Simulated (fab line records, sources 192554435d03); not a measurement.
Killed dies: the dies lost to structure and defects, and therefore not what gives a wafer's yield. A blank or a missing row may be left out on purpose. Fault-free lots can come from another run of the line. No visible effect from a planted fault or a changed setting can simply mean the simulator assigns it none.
Split-lot study ; flow n5_finfet ; 7 lots, 21 wafers read, on a route of 1938 steps

## THE SPLIT ITSELF
At N5_SDB_ALD_29 (deposits SiNx, target thk 30 nm, pulse time 1 s, ald cycles 600), the setting ald_cycles was moved away from the recipe's 600 on 9 of the 21 wafers read, by -15.3% to +7.0%. All remaining wafers had this setting at the recipe value.

There is no step in the file separating the split from the reading.

## THE READING
SiNx_of_SDB_ALD_29.thk_nm (the simulator's own value, which no gauge read), in nm, at N5_DUMMY_REMOVAL_HM_STRIP_01 (strips SiNx in CH3F/O2, stops on poly-Si, target depth 4 nm, time 6.8 s). No usual value for it is given in the file. Average 29.4 nm, standard deviation 0.16 nm, over the 12 wafers here run with the recipe.

wafer;tool, chamber at the split;ald_cycles as run;against the recipe;SiNx_of_SDB_ALD_29.thk_nm, nm;against lot-mates on the recipe
L074.4;ald_sin-03, 2;523;-12.8%;25.8;-3.6
L074.5;ald_sin-03, 3;600;recipe;29.4;-
L074.6;ald_sin-03, 0;523;-12.8%;25.4;-4.0
L075.2;ald_sin-03, 1;508;-15.3%;25;-4.6
L075.3;ald_sin-03, 3;508;-15.3%;25.2;-4.4
L075.4;ald_sin-03, 0;600;recipe;29.6;-
L084.3;ald_sin-02, 2,0,1;600;recipe;29.2;-
L084.5;ald_sin-02, 2,0,1;600;recipe;29.4;-
L084.6;ald_sin-02, 2,0,1;600;recipe;29.4;-
L088.1;ald_sin-01, 3;600;recipe;29.2;-
L088.5;ald_sin-01, 3;600;recipe;29.2;-
L088.3;ald_sin-01, 2;550;-8.3%;26.8;-2.4
L091.1;ald_sin-02, 3;600;recipe;29.2;-
L091.2;ald_sin-02, 0;575;-4.2%;28.2;-1.2
L091.5;ald_sin-02, 2;600;recipe;29.6;-
L093.1;ald_sin-01, 0;642;+7.0%;31.2;+1.6
L093.2;ald_sin-01, 1;600;recipe;29.6;-
L093.5;ald_sin-01, 1;600;recipe;29.6;-
L097.4;ald_sin-02, 3;522;-13.0%;25.4;-4.0
L097.6;ald_sin-02, 1;522;-13.0%;25.4;-4.0
L097.5;ald_sin-02, 0;600;recipe;29.4;-
The file does not say which wafer passed through which chamber wherever a row lists several chambers: such a row stands for several wafers.

FIT RESULTS
A straight line over all 21 wafers: SiNx_of_SDB_ALD_29.thk_nm changes by +0.29 nm for each +1% of ald_cycles; r = +1.00; the points scatter about the line by 0.18 nm.
The same after taking each lot's own level away (the mean of its wafers on the recipe; 21 wafers): +0.292 nm for each +1%; r = +1.00; scatter 0.15 nm.
Per that fit: largest ald_cycles move, reading shift of 4.5 nm.
Across the lots, their own levels run from 29.20 to 29.60 nm, a range of 2.4 times the standard deviation given above.
The two slopes agree, so the slope changes little with the lot-to-lot level.
Check: with one of the wafers moved furthest among these (-15.3%) left out of the fit, the line predicts -4.5 nm for it against its lot-mates. Against them it came out at -4.6 nm.

## THESE WAFERS: OTHER SPLITS
Before the reading, these wafers also passed through other splits. Each is held against what the fit with the lots' levels taken away leaves over:
other split on the same wafers;wafers away from the commonest value;r with SiNx_of_SDB_ALD_29.thk_nm (lot level and that fit taken away)
N5_SD_EPI_N_EPI_21 temp_c;7;-0.06

## THE WHOLE CHAIN: every reading that the file lists as answering this split, in the file's order
step;what it does;reading;change (the file's fit);r (the file's)
N5_SDB_ALD_29;deposits SiNx, target thk 30 nm, pulse time 1 s, ald cycles 600;SiNx_of_SDB_ALD_29.thk_nm (the simulator's own value, which no gauge read);+0.303 nm for each +1% of the setting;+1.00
N5_DUMMY_REMOVAL_HM_STRIP_01;strips SiNx in CH3F/O2, stops on poly-Si, target depth 4 nm, time 6.8 s;SiNx_of_SDB_ALD_29.thk_nm (the simulator's own value, which no gauge read);+0.292 nm for each +1% of the setting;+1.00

## THE FILE'S OWN FIT
SiNx_of_SDB_ALD_29.thk_nm changes by +0.292 nm for each +1% of ald_cycles, r = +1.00.
